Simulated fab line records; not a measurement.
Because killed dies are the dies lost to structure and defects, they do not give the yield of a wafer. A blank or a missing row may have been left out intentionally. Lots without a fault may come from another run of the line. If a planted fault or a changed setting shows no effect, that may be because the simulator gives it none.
Matching of chambers || flow nand harc || 4 sister chambers for NHARC_A_M0_ETCH_34 on rie diel-05
The step etches the open film in N2/H2, target depth 40 nm, overetch 12 nm, time 43.94 s. 4 wafers are shown with their chamber, then 9 later ones without.

WAFERS, EACH WITH ITS CHAMBER
{"wafer": "L077.4", "chamber": 2, "drypump motor current A (A)": 6.0}
{"wafer": "L089.1", "chamber": 0, "drypump motor current A (A)": 5.4}
{"wafer": "L089.2", "chamber": 3, "drypump motor current A (A)": 5.1}
{"wafer": "L089.3", "chamber": 1, "drypump motor current A (A)": 5.9}

WAFERS WITH NO CHAMBER GIVEN
{"wafer": "L090.1", "drypump motor current A (A)": 5.4}
{"wafer": "L090.5", "drypump motor current A (A)": 5.5}
{"wafer": "L090.6", "drypump motor current A (A)": 5.1}
{"wafer": "L096.1", "drypump motor current A (A)": 5.5}
{"wafer": "L096.2", "drypump motor current A (A)": 6.0}
{"wafer": "L096.3", "drypump motor current A (A)": 5.0}
{"wafer": "L097.2", "drypump motor current A (A)": 6.0}
{"wafer": "L097.3", "drypump motor current A (A)": 5.0}
{"wafer": "L097.5", "drypump motor current A (A)": 6.0}

EACH ONE'S CHAMBER
{"wafer": "L090.1", "from the rows above": 0, "in truth": 0}
{"wafer": "L090.5", "from the rows above": 0, "in truth": 0}
{"wafer": "L090.6", "from the rows above": 3, "in truth": 3}
{"wafer": "L096.1", "from the rows above": 0, "in truth": 0}
{"wafer": "L096.2", "from the rows above": "can't be placed: 2 or 1", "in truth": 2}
{"wafer": "L096.3", "from the rows above": 3, "in truth": 3}
{"wafer": "L097.2", "from the rows above": "can't be placed: 2 or 1", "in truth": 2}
{"wafer": "L097.3", "from the rows above": 3, "in truth": 3}
{"wafer": "L097.5", "from the rows above": "can't be placed: 2 or 1", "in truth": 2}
Correctly placed: 6 of 9. Cannot be placed on the basis of these rows: 3; the candidates contain the true chamber in 3. 0 placed wrongly.
How it was worked out, from the rows above alone: a wafer's distance from a chamber is the root of the sum, over the readings, of the square of ((its reading less the chamber's mean) divided by the reading's scatter). The wafer belongs to the nearest chamber; if the next one is less than 2 further off, it can't be placed. For every chamber, the mean is computed from those of its wafers that are shown. The scatter (one wafer shown for each chamber): square how far every hidden wafer sits from the nearest shown wafer, average those squares and take the square root.
